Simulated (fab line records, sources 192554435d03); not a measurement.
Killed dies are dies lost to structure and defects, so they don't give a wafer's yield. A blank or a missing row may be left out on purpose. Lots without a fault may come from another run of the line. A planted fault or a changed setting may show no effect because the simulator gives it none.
Which tool did it? | flow n5_finfet | 8 lots, 24 wafers sampled, at 5 steps of a route of 1938

WHAT THE GAUGES READ, wafer by wafer
N5_BEOL_M4_RC_MEAS_101.
lot  | measured     | on        | VT_N_LONG (mV)
L172 | day 7 23:20  | prober-02 | 276.8 276.6 276.6
L173 | day 7 20:24  | prober-01 | 277.9 277.7 277.5
L174 | day 8 02:20  | prober-01 | 276.2 273.5 276.1
L178 | day 9 10:29  | prober-01 | 277.3 279.0 276.8
L188 | day 12 12:49 | prober-02 | 275.7 275.1 274.9
L190 | day 12 17:14 | prober-01 | 275.4 271.4 316.4
L192 | day 13 19:52 | prober-02 | 314.6 275.0 317.3
L194 | day 14 08:34 | prober-02 | 276.2 275.9 274.4

WHICH TOOL RAN EACH LOT (tool, then ch and the chambers of the sampled wafers, then the start)
lot  | N5_HKMG_FIN_ALD_36                 | N5_HKMG_FIN_STRIP_92              | N5_HKMG_FIN_ALD_91                 | N5_HKMG_FIN_ETCH_86
L172 | ald_metal-01 ch 2,3, day 4 03:02   | rie_diel-02 ch 2,3, day 4 04:59   | ald_metal-04 ch 0,1,3, day 4 05:31 | rie_diel-05 ch 0,1, day 4 05:57
L173 | ald_metal-02 ch 0,1,2, day 4 06:10 | rie_diel-05 ch 0,1, day 4 07:52   | ald_metal-04 ch 0,1,3, day 4 08:23 | rie_diel-05 ch 1,2, day 4 08:43
L174 | ald_metal-04 ch 1,2,3, day 4 15:30 | rie_diel-04 ch 1,2, day 4 17:11   | ald_metal-04 ch 1,2,3, day 4 17:43 | rie_diel-04 ch 2,3, day 4 18:03
L178 | ald_metal-02 ch 0,3, day 5 16:11   | rie_diel-02 ch 0,1, day 5 17:45   | ald_metal-02 ch 0,1,3, day 5 18:17 | rie_diel-04 ch 0,1,2, day 5 18:41
L188 | ald_metal-04 ch 0,1,3, day 8 03:04 | rie_diel-04 ch 3, day 8 04:59     | ald_metal-01 ch 0,1,2, day 8 05:32 | rie_diel-04 ch 1,3, day 8 05:53
L190 | ald_metal-02 ch 0,1,2, day 9 03:50 | rie_diel-05 ch 0,1,2, day 9 05:24 | ald_metal-04 ch 0,1,2, day 9 05:56 | rie_diel-02 ch 0,1,3, day 9 06:16
L192 | ald_metal-02 ch 2,3, day 9 06:52   | rie_diel-05 ch 0,3, day 9 08:27   | ald_metal-04 ch 0,2,3, day 9 08:59 | rie_diel-04 ch 0,1,2, day 9 09:21
L194 | ald_metal-02 ch 1,3, day 9 14:50   | rie_diel-04 ch 0,2,3, day 9 16:32 | ald_metal-02 ch 0,1,2, day 9 17:04 | rie_diel-05 ch 0,3, day 9 17:24
- N5_HKMG_FIN_ALD_36: deposits TiN, target thk 1 nm, pulse time 1 s, purge time 3 s.
- N5_HKMG_FIN_STRIP_92: strips SOC in N2/H2, time 20 s.
- N5_HKMG_FIN_ALD_91: deposits TiN, target thk 1 nm, pulse time 1 s, purge time 3 s.
- N5_HKMG_FIN_ETCH_86: etches SOC in N2/H2, stops on TiN, target depth 393.2 nm.

THE ANSWER, worked out from the rows above alone
Rule: what is usual is taken from the lots themselves. Put in order of their means at a reading, lots are off if they are a third of the lots or fewer, leave a main group of 4 or more, and stand apart from it by a gap of 3 or more times the standard deviation of the main group's means; of several such gaps the widest counts. A main group whose means are all the same, to the digits that the tables above print for the reading, isn't used. A lot without any number at a reading at which 4 lots or more have one is off too. The other lots that the step has rows for count as sound.
Off: L190, L192, at N5_BEOL_M4_RC_MEAS_101 (VT_N_LONG). The main group: mean 276.3 mV, standard deviation 1.1.
A tool fits if, at a process step before that reading, it ran every lot that is off, and no sound lot after the first of them. The gauges at N5_BEOL_M4_RC_MEAS_101 are tried like those tools. Can't be told from this: 2 tools fit, rie_diel-05 at N5_HKMG_FIN_STRIP_92, ald_metal-04 at N5_HKMG_FIN_ALD_91.

WHAT THE SIMULATOR HAD PUT IN
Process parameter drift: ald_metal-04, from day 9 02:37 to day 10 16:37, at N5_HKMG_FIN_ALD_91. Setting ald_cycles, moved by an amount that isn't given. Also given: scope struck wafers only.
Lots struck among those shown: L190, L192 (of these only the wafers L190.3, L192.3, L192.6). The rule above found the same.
